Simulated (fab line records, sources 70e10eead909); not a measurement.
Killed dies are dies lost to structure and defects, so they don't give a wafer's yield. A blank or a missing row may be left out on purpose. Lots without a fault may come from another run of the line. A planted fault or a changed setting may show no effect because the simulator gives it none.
fab line records | flow nand_harc
record lots=6 wafers=18 last_day=32
route steps=1302 shown P_ZERO_WELL@7
lots that met no fault: from a run of the same line without faults
start_h: hours from the record's first day to the start of the lot's first wafer shown | wait_h: hours since the lot's step before | " the same as in the row above | L1.1+2: a row that stands for several wafers | - no value, or no start given | * or withheld: withheld | < > ~ a bound
route shown NAME@n: a module of which the file shows steps, and the number in the route of the first | usual: mean/standard deviation of fault-free wafers | same: alike in all rows | chamber/n: place in a boat | sites: the reading at each site | _std_site: their standard deviation | _edge_site: outer sites' mean less inner sites' | radius_mm: how far each site lies from the wafer's centre | mask NAME#n: copy n | behind: the tool/chamber that last shaped the wafer | hold: why the lot was held/for how many hours/how that ended | device: the transistor (n, p or np) that didn't switch | end of line: the same wafers' tests at the end of the route | a step without rows: its recipe alone | killed: dies lost to structure and defects at the first sort, not the wafer's yield | map: a wafer's dies, x killed, . not, _ none there
set.NAME: the setting as run; set.NAME@STEP: as run at that earlier step | model.NAME: the simulator's own value behind a step, which no gauge read
lots at some steps of the route; a table a step, a row a wafer
services: from which hour (start_h, from the record's first day; less than 0 if before it) a tool's chamber was out of use, for how many hours, and why
## steps
# step NHARC_P_ZERO_WELL_COAT_64
# recipe temp_c=200 time_s=65
# step NHARC_P_ZERO_WELL_COAT_05
# recipe spin_rpm=2000 resist_thk_nm=600
# step NHARC_P_ZERO_WELL_SOFTBAKE_06
# recipe temp_c=125 time_s=70
# step NHARC_P_ZERO_WELL_EBR_07
# step NHARC_P_ZERO_WELL_EXPOSE_08
# recipe na=0.55 target_cd_nm=500 dose_mj=33.8 mask_id=P_ZERO
# step NHARC_P_ZERO_WELL_PEB_09
# recipe peb_temp_c=128 peb_time_s=80
# step NHARC_P_ZERO_WELL_DEVELOP_10
# recipe time_s=50 dev_temp_c=22
# step NHARC_P_ZERO_WELL_CD_MEAS_11
# recipe target_cd_nm=500 landing_energy_ev=500
# usual cd_nm=498.4/1.6
# columns lot.wafer tool chamber start_h wait_h cd_nm
L997.1 cd_sem-03 0 51.24 - 498.0
L997.2 " 0 " " 498.3
L997.4 " 0 " " 497.1
L999.2 cd_sem-02 0 71.23 - 498.4
L999.3 " 0 " " 497.8
L999.6 " 0 " " 497.8
L100.1 cd_sem-03 0 81.25 - 499.0
L100.3 " 0 " " 498.7
L100.5 " 0 " " 497.6
L112.1 cd_sem-01 0 201.26 - 499.4
L112.2 " 0 " " 497.3
L112.6 " 0 " " 498.8
L115.1 cd_sem-01 0 231.24 - 497.6
L115.3 " 0 " " 499.7
L115.6 " 0 " " 500.0
L116.2 cd_sem-01 0 241.25 - 498.4
L116.3 " 0 " " 501.6
L116.6 " 0 " " 500.0
# step NHARC_P_ZERO_WELL_HARDBAKE_12
# recipe temp_c=118 time_s=65
# step NHARC_P_ZERO_WELL_DESCUM_13
# recipe time_s=3 o2_flow_sccm=200 ar_flow_sccm=0 bias_power_w=0 chemistry=O2
# usual drypump_motor_current_A=5.9/0.5 oes_product_au=1.004/0.01 rf_vpp_V=57.8/0.94 showerhead_plenum_p_Torr=1.93/0.095 throttle_valve_pct=11.311/0.0088
# same bias_power_w=0 time_s=3
# columns lot.wafer tool chamber start_h wait_h drypump_motor_current_A oes_product_au rf_hours_counter_h rf_vpp_V showerhead_plenum_p_Torr throttle_valve_pct
L997.1 rie_diel-12 2 51.41 - 5.3 0.991 36 57.8 1.86 11.307
L997.2 " 3 " " 5.9 1.003 38 59.0 2.03 11.319
L997.4 " 1 " " 6.7 1.006 27 58.0 2.01 11.313
L999.3 rie_diel-12 2 71.40 - 5.3 1.011 41 57.3 1.86 11.292
L999.2 " 3 " " 5.9 1.013 43 57.7 2.03 11.319
L999.6 " 1 " " 6.7 1.010 - 57.3 2.01 11.311
L100.1 rie_diel-04 0 81.40 - 5.3 1.020 25 56.2 1.91 11.316
L100.3 " 1 " " 6.0 0.992 21 57.5 1.81 11.305
L100.5 " 1 " " 6.0 0.995 - 56.8 1.81 11.307
L112.1 rie_diel-02 2 201.44 - 5.5 0.994 57 57.9 1.95 11.320
L112.2 " 3 " " 5.6 1.006 60 59.9 2.00 11.306
L112.6 " 0 " " 6.7 1.000 - 57.1 2.00 11.328
L115.3 rie_diel-12 3 231.41 - 5.9 1.002 37 58.6 2.01 11.316
L115.1 " 1 " " 6.7 1.004 37 57.8 2.00 11.299
L115.6 " 3 " " 5.9 1.012 - 57.6 2.01 11.313
L116.3 rie_diel-04 2 241.40 - 6.3 1.013 13 57.5 1.77 11.309
L116.2 " 0 " " 5.3 1.015 10 58.7 1.89 11.313
L116.6 " 3 " " 6.0 1.005 - 57.4 2.05 11.309
# step NHARC_P_ZERO_WELL_ETCH_65
# recipe target_depth_a=800 overetch_a=240 time_s=87.88 ion_energy_ev=200 n2_flow_sccm=150 h2_flow_sccm=150 ar_flow_sccm=0 rf_w=400 bias_w=150 chemistry=N2/H2
# usual drypump_motor_current_A=5.8/0.49 oes_product_au=1.004/0.011 rf_vpp_V=431/3 showerhead_plenum_p_Torr=2.05/0.1 throttle_valve_pct=14.171/0.0099
# same time_s=87.88
# columns lot.wafer tool chamber start_h wait_h drypump_motor_current_A oes_product_au rf_hours_counter_h rf_vpp_V showerhead_plenum_p_Torr throttle_valve_pct
L997.1 rie_diel-12 1 51.51 0.1 6.7 1.011 27 434 2.15 14.161
L997.2 " 2 " " 5.3 1.004 36 429 1.98 14.179
L997.4 " 3 " " 5.9 1.016 38 434 2.17 14.174
L999.3 rie_diel-12 1 71.49 0.1 6.7 1.008 31 433 2.15 14.165
L999.2 " 2 " " 5.3 1.010 41 428 1.98 14.176
L999.6 " 0 " " 5.8 0.997 - 427 1.92 14.169
L100.1 rie_diel-04 0 81.57 0.2 5.3 1.014 25 431 2.04 14.170
L100.3 " 1 " " 6.1 1.005 21 427 1.92 14.176
L100.5 " 0 " " 5.3 1.021 - 429 2.04 14.161
L112.1 rie_diel-02 2 201.52 0.1 5.6 0.989 57 433 2.07 14.181
L112.2 " 3 " " 5.6 1.012 60 434 2.13 14.175
L112.6 " 0 " " 6.7 0.997 - 433 2.13 14.181
L115.3 rie_diel-12 1 231.50 0.1 6.7 1.007 37 433 2.13 14.174
L115.1 " 3 " " 5.9 1.015 37 435 2.15 14.175
L115.6 " 2 " " 5.3 0.999 - 427 1.96 14.195
L116.3 rie_diel-04 1 241.50 0.1 6.1 1.003 18 427 1.90 14.175
L116.2 " 2 " " 6.3 1.003 13 425 1.88 14.170
L116.6 " 0 " " 5.3 1.015 - 429 2.02 14.153
# step NHARC_P_ZERO_WELL_ETCH_62
# recipe target_depth_a=130 time_s=6.5 chf3_flow_sccm=50 ar_flow_sccm=200 rf_w=500 bias_w=200 chemistry=CHF3/Ar
# usual drypump_motor_current_A=5.9/0.49 oes_product_au=0.957/0.022 rf_vpp_V=370.8/2.5 showerhead_plenum_p_Torr=2.36/0.11 throttle_valve_pct=20.217/0.01
# same time_s=6.5
# columns lot.wafer tool chamber start_h wait_h drypump_motor_current_A oes_product_au rf_hours_counter_h rf_vpp_V showerhead_plenum_p_Torr throttle_valve_pct
L997.1 rie_diel-12 3 - - 5.9 0.942 38 374.4 2.48 20.213
L997.4 " 0 " " 5.8 0.936 32 367.1 2.21 20.213
L997.2 " 1 " " 6.7 0.930 27 372.1 2.46 20.208
L999.2 rie_diel-12 3 - - 5.9 0.986 43 373.0 2.48 20.216
L999.3 " 2 " " 5.3 0.978 41 368.7 2.28 20.218
L999.6 " 3 " " 5.9 0.986 - 373.8 2.48 20.223
L100.3 rie_diel-04 0 - - 5.3 0.947 25 371.3 2.34 20.207
L100.1 " 1 " " 6.0 0.928 21 367.2 2.22 20.215
L100.5 " 1 " " 6.0 0.923 - 369.1 2.22 20.209
L112.1 rie_diel-02 0 - - 6.7 0.925 47 372.2 2.44 20.216
L112.2 " 1 " " 5.1 0.924 49 371.4 2.37 20.212
L112.6 " 3 " " 5.6 0.942 - 372.9 2.44 20.229
L115.3 rie_diel-12 2 - - 5.3 0.973 39 369.2 2.26 20.223
L115.1 " 3 " " 5.9 0.975 37 372.8 2.46 20.200
L115.6 " 2 " " 5.3 0.969 - 367.7 2.26 20.207
L116.3 rie_diel-04 1 - - 6.0 0.919 18 367.4 2.20 20.205
L116.2 " 2 " " 6.3 0.930 13 366.3 2.18 20.231
L116.6 " 1 " " 6.0 0.922 - 367.0 2.20 20.228
# step NHARC_P_ZERO_WELL_ETCH_63
# recipe target_depth_a=1200 time_s=40.1 hbr_flow_sccm=150 cl2_flow_sccm=50 rf_w=400 icp_w=400 bias_w=100 chemistry=HBr/Cl2
# usual drypump_motor_current_A=5.8/0.39 oes_product_au=0.997/0.01 throttle_valve_pct=26.406/0.0089
# same time_s=40.1
# columns lot.wafer tool chamber start_h wait_h drypump_motor_current_A oes_product_au rf_hours_counter_h throttle_valve_pct
L997.1 rie_si-01 1 51.67 - 5.3 1.022 0.2 26.407
L997.2 " 3 " " 6.1 1.003 0.2 26.410
L997.4 " 0 " " 6.4 0.992 0.2 26.400
L999.2 rie_si-01 0 71.64 - 6.4 1.329 0.2 26.396
L999.3 " 2 " " 5.9 1.320 0.4 26.411
L999.6 " 0 " " 6.4 1.319 - 26.407
L100.1 rie_si-01 3 81.81 - 6.1 1.332 0.4 26.414
L100.3 " 1 " " 5.3 1.361 0.4 26.407
L100.5 " 0 " " 6.4 1.319 - 26.407
L112.1 rie_si-02 1 201.70 - 5.4 0.990 0.5 26.405
L112.2 " 2 " " 6.2 0.987 0.6 26.399
L112.6 " 0 " " 6.1 0.990 - 26.398
L115.3 rie_si-02 2 231.69 - 6.2 0.993 0.9 26.404
L115.1 " 1 " " 5.4 0.993 0.8 26.401
L115.6 " 2 " " 6.2 0.995 - 26.402
L116.2 rie_si-03 2 241.66 - 5.6 0.999 0.0 26.411
L116.3 " 1 " " 5.7 0.991 0.0 26.392
L116.6 " 1 " " 5.7 0.990 - 26.421
# step NHARC_P_ZERO_WELL_STRIP_15
# recipe time_s=900 temp_c=130 chemistry=SPM
## services
# columns tool chamber start_h hours kind
rie_diel-02 1 34.73 10.0 repair
rie_diel-02 - 43.32 9.0 pm
rie_diel-02 0 72.76 7.9 repair
rie_diel-04 2 73.12 59.2 repair
rie_diel-02 1 74.01 1.2 repair
rie_diel-02 0 81.30 8.2 repair
rie_diel-04 0 83.48 2.6 repair
rie_diel-12 - 93.16 9.0 pm
rie_si-01 3 104.99 5.2 repair
rie_diel-04 3 106.91 5.3 repair
rie_diel-04 1 117.77 14.6 repair
rie_diel-12 1 151.11 2.0 repair
rie_diel-04 1 151.28 1.3 repair
rie_diel-04 2 152.10 7.8 repair
rie_si-01 3 164.20 6.0 repair
rie_si-01 2 172.56 8.1 repair
rie_si-01 1 176.06 5.7 repair
rie_diel-12 0 179.65 7.1 repair
rie_diel-04 - 182.22 9.0 pm
rie_diel-12 1 213.38 2.0 repair
rie_diel-04 3 216.49 12.6 repair
rie_diel-12 0 218.69 33.5 repair
rie_diel-04 0 231.16 3.5 repair
rie_diel-04 2 231.23 4.8 repair
## key
first_sign step=NHARC_P_ZERO_WELL_ETCH_63 reading=oes_product_au direction=up sigmas=32 usual=0.997 struck=1.330
effect none on later readings
met_at NHARC_P_ZERO_WELL_ETCH_63
struck_wafers L999.2,L999.3,L999.6,L100.1,L100.3,L100.5
tester_left_out L999,L100
onset_between 51.67 71.64
fault kind=process_parameter_drift tool=rie_si-01 chamber=- onset_h=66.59 steps=NHARC_P_ZERO_WELL_ETCH_63 channel=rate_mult offset=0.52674 shape=step end_h=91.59
# tester_left_out: of these lots the tester's yield and bins aren't shown, on N5 and GAA mostly nor the transistor test; their killed dies are dies lost to structure and defects alone, not to doping, threshold or leakage, so they don't give the yield
